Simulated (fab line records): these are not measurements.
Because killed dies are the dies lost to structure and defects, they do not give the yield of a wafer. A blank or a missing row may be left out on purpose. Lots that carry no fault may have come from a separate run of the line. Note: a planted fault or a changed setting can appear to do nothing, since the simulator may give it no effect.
Split-lot trial | flow n5-finfet | 7 lots, 39 wafers read, on a route of 1938 steps

ON THE SPLIT
At N5_DUMMY_GATE_ETCH_37 (etches SOC in N2/H2, target depth 60 nm, overetch 30 nm), the setting source-w was moved away from the recipe's 840 W on 12 of the 39 wafers read, by -5.1% to +16.1%. For the rest of the wafers, this setting stayed at what the recipe calls for.

The reading is taken at the split's own step.

THE READING
rf-vpp-V, in V, at N5_DUMMY_GATE_ETCH_37 (etches SOC in N2/H2, target depth 60 nm, overetch 30 nm). On this fab line, fault-free wafers typically give 523.8 V with a standard deviation of 2.1 V.

wafer  | tool, chamber at the split | source-w as run, W | against the recipe | rf-vpp-V, V | against lot-mates on the recipe
L074.1 | rie-diel-03, 0             | 797.5              | -5.1%              | 535.0       | +10.6
L074.2 | rie-diel-03, 2             | 840                | recipe             | 520.8       | -
L074.3 | rie-diel-03, 3             | 797.5              | -5.1%              | 534.4       | +10.0
L074.4 | rie-diel-03, 1             | 840                | recipe             | 526.3       | -
L074.5 | rie-diel-03, 1             | 797.5              | -5.1%              | 534.5       | +10.1
L074.6 | rie-diel-03, 0             | 840                | recipe             | 526.0       | -
L085.1 | rie-diel-03, 2             | 840                | recipe             | 521.2       | -
L085.2 | rie-diel-03, 1             | 840                | recipe             | 523.9       | -
L085.3 | rie-diel-03, 3             | 885.4              | +5.4%              | 514.2       | -8.8
L085.4 | rie-diel-03, 0             | 885.4              | +5.4%              | 516.1       | -6.9
L085.5 | rie-diel-03, 2             | 885.4              | +5.4%              | 511.7       | -11.3
L085.6 | rie-diel-03, 3             | 840                | recipe             | 523.9       | -
L091.1 | rie-diel-04, 1             | 840                | recipe             | 527.5       | -
L091.4 | rie-diel-04, 0             | 840                | recipe             | 526.9       | -
L091.6 | rie-diel-04, 3             | 840                | recipe             | 522.1       | -
L092.1 | rie-diel-03, 3             | 975.4              | +16.1%             | 496.9       | -28.0
L092.2 | rie-diel-03, 1             | 840                | recipe             | 525.6       | -
L092.3 | rie-diel-03, 2             | 975.4              | +16.1%             | 494.7       | -30.2
L092.4 | rie-diel-03, 0             | 840                | recipe             | 524.8       | -
L092.5 | rie-diel-03, 0             | 840                | recipe             | 524.4       | -
L092.6 | rie-diel-03, 1             | 975.4              | +16.1%             | 499.2       | -25.7
L095.1 | rie-diel-01, 1             | 840                | recipe             | 520.3       | -
L095.2 | rie-diel-01, 2             | 840                | recipe             | 524.2       | -
L095.3 | rie-diel-01, 0             | 840                | recipe             | 524.9       | -
L095.4 | rie-diel-01, 3             | 840                | recipe             | 522.4       | -
L095.5 | rie-diel-01, 2             | 840                | recipe             | 523.2       | -
L095.6 | rie-diel-01, 3             | 840                | recipe             | 522.5       | -
L096.1 | rie-diel-04, 1             | 840                | recipe             | 526.1       | -
L096.2 | rie-diel-04, 2             | 840                | recipe             | 522.1       | -
L096.3 | rie-diel-04, 3             | 840                | recipe             | 521.7       | -
L096.4 | rie-diel-04, 0             | 840                | recipe             | 525.5       | -
L096.5 | rie-diel-04, 2             | 840                | recipe             | 523.4       | -
L096.6 | rie-diel-04, 1             | 840                | recipe             | 528.4       | -
L097.1 | rie-diel-04, 3             | 840                | recipe             | 521.6       | -
L097.2 | rie-diel-04, 1             | 840                | recipe             | 526.4       | -
L097.3 | rie-diel-04, 0             | 947.1              | +12.7%             | 506.5       | -17.1
L097.4 | rie-diel-04, 2             | 840                | recipe             | 522.8       | -
L097.5 | rie-diel-04, 1             | 947.1              | +12.7%             | 507.4       | -16.2
L097.6 | rie-diel-04, 0             | 947.1              | +12.7%             | 504.9       | -18.7

THE FIT
A straight line over all 39 wafers: rf-vpp-V changes by -1.63 V for each +1% of source-w; r = -0.97; the points scatter about the line by 2.3 V.
The same after taking each lot's own level away (the mean of its wafers on the recipe; 39 wafers): -1.64 V for each +1%; r = -0.97; scatter 2.2 V.
Per that fit: largest source-w move, reading shift of 26 V.
From 522.92 to 525.50 V: that is the span of the lots' own levels, equal to 1.2 times the standard deviation above.
The two slopes agree, so the slope changes little with the lot-to-lot level.
Check: with one of the wafers moved furthest among these (+16.1%) left out of the fit, the line predicts -25.7 V for it against its lot-mates. Against them it came out at -28 V.
Tool readings at the split's step, against how far the setting was moved: rf-vpp-V r = -0.97.

FURTHER SPLITS ON THESE WAFERS
Other splits were also applied to these wafers ahead of the reading. Each is held against what the fit with the lots' levels taken away leaves over:
other split on the same wafers  | wafers away from the commonest value | r with rf-vpp-V (lot level and that fit taken away)
N5_WELL_APT_EXPOSE_05 dose-mj   | 12                                   | -0.04
N5_DUMMY_GATE_HM_DEP_06 time-s  | 18                                   | -0.06
N5_DUMMY_GATE_EXPOSE_12 dose-mj | 12                                   | +0.16

THE FILE'S OWN FIT
rf-vpp-V changes by -1.62 V for each +1% of source-w, r = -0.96.
